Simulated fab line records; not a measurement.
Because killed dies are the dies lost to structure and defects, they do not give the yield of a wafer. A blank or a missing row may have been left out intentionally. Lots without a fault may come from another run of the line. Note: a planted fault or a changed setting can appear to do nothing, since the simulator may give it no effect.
Matching of chambers | flow n5-finfet | rie-diel-03 running N5_BEOL_M0_SAQP_DESCUM_45: 4 sister chambers
The step chemistry O2, time 7 s. 4 wafers are shown with their chamber, then 9 later ones without.

WAFERS WITH THEIR CHAMBER
wafer  | chamber | drypump-motor-current-A (A)
L080.5 | 3       | 6.2
L086.5 | 1       | 5.1
L087.2 | 0       | 6.0
L087.6 | 2       | 5.9

WAFERS MISSING THEIR CHAMBER
wafer  | drypump-motor-current-A (A)
L088.2 | 5.2
L088.5 | 5.9
L088.6 | 6.2
L092.1 | 5.2
L092.2 | 5.9
L092.5 | 6.1
L094.1 | 6.2
L094.5 | 5.2
L094.6 | 6.0

EACH ONE'S CHAMBER
wafer  | from the rows above          | in truth
L088.2 | 1                            | 1
L088.5 | can't be placed: 2 or 0      | 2
L088.6 | 3                            | 3
L092.1 | 1                            | 1
L092.2 | can't be placed: 2 or 0      | 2
L092.5 | can't be placed: 0 or 3 or 2 | 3
L094.1 | 3                            | 3
L094.5 | 1                            | 1
L094.6 | can't be placed: 0 or 2      | 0
Correct placement for 5 of the 9. Not placeable from these rows: 4 (in 4, the candidates include the true chamber). Placed wrongly: 0.
How it was worked out, from the rows above alone: a wafer's distance from a chamber is the root of the sum, over the readings, of the square of ((its reading less the chamber's mean) divided by the reading's scatter). If the next closest chamber is less than 2 further off than the closest, the wafer can't be placed; otherwise it belongs to the closest. A chamber's mean is the mean of its shown wafers. The scatter: root of mean squared gap, hidden wafer to nearest shown wafer, with one shown wafer a chamber.
